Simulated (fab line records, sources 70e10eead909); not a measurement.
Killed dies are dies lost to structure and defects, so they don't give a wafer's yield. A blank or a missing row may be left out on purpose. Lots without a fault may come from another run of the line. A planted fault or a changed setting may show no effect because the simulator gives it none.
Chamber matching | flow nand_harc | NHARC_A_WL_FILL_STRIP_29 on rie_diel-04: 4 sister chambers
The step strips in O2, time 20 s. 20 wafers are shown with their chamber, then 10 later ones without.

WAFERS WITH THEIR CHAMBER
wafer  | chamber | showerhead_plenum_p_Torr (Torr) | drypump_motor_current_A (A) | rf_vpp_V (V)
L079.1 | 3       | 3.71                            | 5.8                         | 57.1
L079.2 | 1       | 3.71                            | 5.7                         | 58.7
L079.5 | 0       | 3.68                            | 6.5                         | 58.3
L080.2 | 2       | 3.51                            | 5.5                         | 57.8
L080.3 | 0       | 3.68                            | 6.5                         | 58.1
L080.4 | 3       | 3.70                            | 5.8                         | 58.1
L083.1 | 1       | 3.71                            | 5.8                         | 58.7
L083.2 | 3       | 3.70                            | 5.8                         | 57.9
L083.3 | 0       | 3.68                            | 6.5                         | 58.1
L083.4 | 2       | 3.51                            | 5.5                         | 57.4
L083.5 | 0       | 3.68                            | 6.5                         | 58.8
L083.6 | 1       | 3.71                            | 5.8                         | 59.1
L087.3 | 1       | 3.71                            | 5.7                         | 59.5
L087.4 | 0       | 3.68                            | 6.5                         | 58.0
L087.5 | 2       | 3.51                            | 5.5                         | 57.6
L089.1 | 1       | 3.71                            | 5.7                         | 57.7
L089.4 | 0       | 3.68                            | 6.5                         | 58.6
L089.6 | 2       | 3.51                            | 5.5                         | 58.9
L088.2 | 2       | 3.51                            | 5.5                         | 57.7
L088.4 | 0       | 3.68                            | 6.5                         | 57.5

SIGNATURES (means of the wafers above)
reading                  | chamber 0 | chamber 1 | chamber 2 | chamber 3 | scatter within a chamber
showerhead_plenum_p_Torr | 3.6800    | 3.7100    | 3.5100    | 3.7033    | 0.00204
drypump_motor_current_A  | 6.500     | 5.740     | 5.500     | 5.800     | 0.0274
rf_vpp_V                 | 58.200    | 58.740    | 57.880    | 57.700    | 0.549
Rule: a wafer's distance from a chamber is the root of the sum, over the readings, of the square of ((its reading less the chamber's mean) divided by the reading's scatter). The wafer belongs to the nearest chamber; if the next one is less than 2 further off, it can't be placed. The scatter: the root of (the sum of the squares of (reading less its chamber's mean) over the shown wafers, divided by (wafers less chambers)).

WAFERS WITHOUT THEIR CHAMBER
wafer  | showerhead_plenum_p_Torr (Torr) | drypump_motor_current_A (A) | rf_vpp_V (V)
L088.5 | 3.51                            | 5.5                         | 57.3
L090.3 | 3.51                            | 5.5                         | 57.6
L090.5 | 3.70                            | 5.7                         | 59.2
L090.6 | 3.68                            | 6.5                         | 58.7
L093.1 | 3.70                            | 5.8                         | 58.1
L093.2 | 3.67                            | 6.5                         | 57.1
L093.3 | 3.71                            | 5.7                         | 58.1
L097.4 | 3.67                            | 6.5                         | 57.7
L097.5 | 3.67                            | 6.5                         | 59.0
L097.6 | 3.70                            | 5.8                         | 55.9

WHICH CHAMBER EACH WENT THROUGH
wafer  | from the rows above     | in truth
L088.5 | 2                       | 2
L090.3 | 2                       | 2
L090.5 | can't be placed: 3 or 1 | 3
L090.6 | 0                       | 0
L093.1 | 3                       | 3
L093.2 | 0                       | 0
L093.3 | 1                       | 1
L097.4 | 0                       | 0
L097.5 | 0                       | 0
L097.6 | 3                       | 3
Placed correctly: 9 of 10. Can't be placed from these rows: 1 (the true chamber is among the candidates in 1). Placed wrongly: 0.
